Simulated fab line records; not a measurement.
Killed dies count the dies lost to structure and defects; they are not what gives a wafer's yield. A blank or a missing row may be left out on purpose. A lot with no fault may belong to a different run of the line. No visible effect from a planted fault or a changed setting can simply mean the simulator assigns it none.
Matching of chambers || flow nand harc || ald hk-03 running NHARC_A_CHANNEL_FILL_D2_ALD_02: 4 sister chambers
The step deposits SiO2, target thk 6 nm, pulse time 10 s, ald cycles 60. 18 wafers are shown with their chamber, then 9 later ones without.

WAFERS WITH THEIR CHAMBER
{"wafer": "L075.1", "chamber": 3, "heater power w (W)": 467, "precursor pulse height rel": 1.004}
{"wafer": "L075.2", "chamber": 1, "heater power w (W)": 414, "precursor pulse height rel": 0.954}
{"wafer": "L075.3", "chamber": 2, "heater power w (W)": 472, "precursor pulse height rel": 0.973}
{"wafer": "L076.1", "chamber": 0, "heater power w (W)": 505, "precursor pulse height rel": 0.974}
{"wafer": "L076.2", "chamber": 2, "heater power w (W)": 477, "precursor pulse height rel": 0.995}
{"wafer": "L076.3", "chamber": 1, "heater power w (W)": 424, "precursor pulse height rel": 1.032}
{"wafer": "L076.4", "chamber": 3, "heater power w (W)": 465, "precursor pulse height rel": 1.010}
{"wafer": "L076.5", "chamber": 0, "heater power w (W)": 494, "precursor pulse height rel": 0.965}
{"wafer": "L076.6", "chamber": 3, "heater power w (W)": 446, "precursor pulse height rel": 1.029}
{"wafer": "L079.2", "chamber": 3, "heater power w (W)": 466, "precursor pulse height rel": 1.013}
{"wafer": "L079.4", "chamber": 0, "heater power w (W)": 496, "precursor pulse height rel": 0.978}
{"wafer": "L079.5", "chamber": 3, "heater power w (W)": 450, "precursor pulse height rel": 1.005}
{"wafer": "L080.2", "chamber": 2, "heater power w (W)": 473, "precursor pulse height rel": 0.975}
{"wafer": "L080.4", "chamber": 3, "heater power w (W)": 459, "precursor pulse height rel": 1.016}
{"wafer": "L080.5", "chamber": 3, "heater power w (W)": 460, "precursor pulse height rel": 0.999}
{"wafer": "L092.4", "chamber": 3, "heater power w (W)": 485, "precursor pulse height rel": 0.990}
{"wafer": "L092.5", "chamber": 3, "heater power w (W)": 494, "precursor pulse height rel": 0.990}
{"wafer": "L092.6", "chamber": 2, "heater power w (W)": 480, "precursor pulse height rel": 1.011}

SIGNATURES (averages over the wafers above)
{"reading": "heater power w", "chamber 0": 498.33, "chamber 1": 419.00, "chamber 2": 475.50, "chamber 3": 465.78, "scatter within a chamber": 12.1}
{"reading": "precursor pulse height rel", "chamber 0": 0.97233, "chamber 1": 0.99300, "chamber 2": 0.98850, "chamber 3": 1.00622, "scatter within a chamber": 0.0196}
Rule: distance of a wafer from a chamber = root of the sum over the readings of ((wafer's reading minus chamber's mean) / reading's scatter) squared. The wafer belongs to the nearest chamber; if the next one is less than 2 further off, it can't be placed. How the scatter is found: for the shown wafers, subtract from each reading the mean of its chamber, square and add these, divide the total by (wafers less chambers), then take the root.

WAFERS MISSING THEIR CHAMBER
{"wafer": "L095.1", "heater power w (W)": 479, "precursor pulse height rel": 1.010}
{"wafer": "L095.2", "heater power w (W)": 499, "precursor pulse height rel": 0.994}
{"wafer": "L095.4", "heater power w (W)": 507, "precursor pulse height rel": 0.986}
{"wafer": "L097.2", "heater power w (W)": 488, "precursor pulse height rel": 0.996}
{"wafer": "L097.5", "heater power w (W)": 497, "precursor pulse height rel": 1.003}
{"wafer": "L097.6", "heater power w (W)": 416, "precursor pulse height rel": 1.022}
{"wafer": "L096.2", "heater power w (W)": 425, "precursor pulse height rel": 1.013}
{"wafer": "L096.4", "heater power w (W)": 501, "precursor pulse height rel": 0.984}
{"wafer": "L096.6", "heater power w (W)": 493, "precursor pulse height rel": 1.029}

THE CHAMBER EACH PASSED THROUGH
{"wafer": "L095.1", "from the rows above": "can't be placed: 3 or 2 or 0", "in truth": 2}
{"wafer": "L095.2", "from the rows above": "can't be placed: 0 or 2 or 3", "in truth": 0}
{"wafer": "L095.4", "from the rows above": "can't be placed: 0 or 2", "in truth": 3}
{"wafer": "L097.2", "from the rows above": "can't be placed: 2 or 0 or 3", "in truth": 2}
{"wafer": "L097.5", "from the rows above": "can't be placed: 0 or 2 or 3", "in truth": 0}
{"wafer": "L097.6", "from the rows above": 1, "in truth": 1}
{"wafer": "L096.2", "from the rows above": 1, "in truth": 1}
{"wafer": "L096.4", "from the rows above": "can't be placed: 0 or 2", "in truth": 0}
{"wafer": "L096.6", "from the rows above": "can't be placed: 2 or 3 or 0", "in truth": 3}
Placed correctly: 2 of 9. Not placeable from these rows: 7 (in 6, the candidates include the true chamber). Placed wrongly: 0.
